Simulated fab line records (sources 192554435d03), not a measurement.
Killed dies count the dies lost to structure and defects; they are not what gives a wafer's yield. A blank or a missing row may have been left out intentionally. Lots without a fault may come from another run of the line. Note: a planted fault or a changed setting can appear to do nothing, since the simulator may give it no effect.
Chamber matching || flow n5-finfet || cmp-03 running N5_HKMG_FIN_CMP_23: 4 sister chambers
The step polishes, stops on SiNx, t overpolish 10 s, target thk 46.326 nm. 8 wafers are shown with their chamber, then 7 later ones without.

== WAFERS WITH THEIR CHAMBER ==
{"wafer": "L076.6", "chamber": 2, "motor-current-A (A)": 12.0, "time-to-endpoint-s (s)": 10.7}
{"wafer": "L080.3", "chamber": 1, "motor-current-A (A)": 13.1, "time-to-endpoint-s (s)": 12.8}
{"wafer": "L080.5", "chamber": 0, "motor-current-A (A)": 12.4, "time-to-endpoint-s (s)": 11.4}
{"wafer": "L082.5", "chamber": 2, "motor-current-A (A)": 12.7, "time-to-endpoint-s (s)": 10.0}
{"wafer": "L088.5", "chamber": 3, "motor-current-A (A)": 12.9, "time-to-endpoint-s (s)": 10.7}
{"wafer": "L088.6", "chamber": 0, "motor-current-A (A)": 12.1, "time-to-endpoint-s (s)": 12.4}
{"wafer": "L091.2", "chamber": 1, "motor-current-A (A)": 12.7, "time-to-endpoint-s (s)": 10.4}
{"wafer": "L091.4", "chamber": 3, "motor-current-A (A)": 12.4, "time-to-endpoint-s (s)": 13.8}

== WAFERS WHOSE CHAMBER IS MISSING ==
{"wafer": "L091.6", "motor-current-A (A)": 12.4, "time-to-endpoint-s (s)": 10.4}
{"wafer": "L095.2", "motor-current-A (A)": 13.0, "time-to-endpoint-s (s)": 10.7}
{"wafer": "L095.5", "motor-current-A (A)": 11.9, "time-to-endpoint-s (s)": 10.1}
{"wafer": "L095.6", "motor-current-A (A)": 13.6, "time-to-endpoint-s (s)": 9.9}
{"wafer": "L096.2", "motor-current-A (A)": 12.9, "time-to-endpoint-s (s)": 12.1}
{"wafer": "L096.4", "motor-current-A (A)": 11.8, "time-to-endpoint-s (s)": 11.0}
{"wafer": "L096.5", "motor-current-A (A)": 13.2, "time-to-endpoint-s (s)": 12.7}

== CHAMBER TAKEN BY EACH ==
{"wafer": "L091.6", "from the rows above": "can't be placed: 2 or 0 or 3 or 1", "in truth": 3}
{"wafer": "L095.2", "from the rows above": "can't be placed: 1 or 3 or 2 or 0", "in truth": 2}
{"wafer": "L095.5", "from the rows above": "can't be placed: 2 or 0 or 3 or 1", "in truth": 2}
{"wafer": "L095.6", "from the rows above": "can't be placed: 1 or 3 or 2 or 0", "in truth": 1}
{"wafer": "L096.2", "from the rows above": "can't be placed: 1 or 3 or 0 or 2", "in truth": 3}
{"wafer": "L096.4", "from the rows above": "can't be placed: 0 or 2 or 3 or 1", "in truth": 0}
{"wafer": "L096.5", "from the rows above": "can't be placed: 1 or 3 or 0 or 2", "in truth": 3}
Correct placement for 0 of the 7. Unplaceable from these rows: 7, with the true chamber sitting among the candidates in 7. Wrongly placed: 0.
How it was worked out, from the rows above alone: a wafer's distance from a chamber is the root of the sum, over the readings, of the square of ((its reading less the chamber's mean) divided by the reading's scatter). If the next closest chamber is less than 2 further off than the closest, the wafer can't be placed; otherwise it belongs to the closest. For every chamber, the mean is computed from those of its wafers that are shown. The scatter: take each reading less its chamber's mean, square it, sum over the shown wafers, divide by the number of wafers less the number of chambers, and take the root.
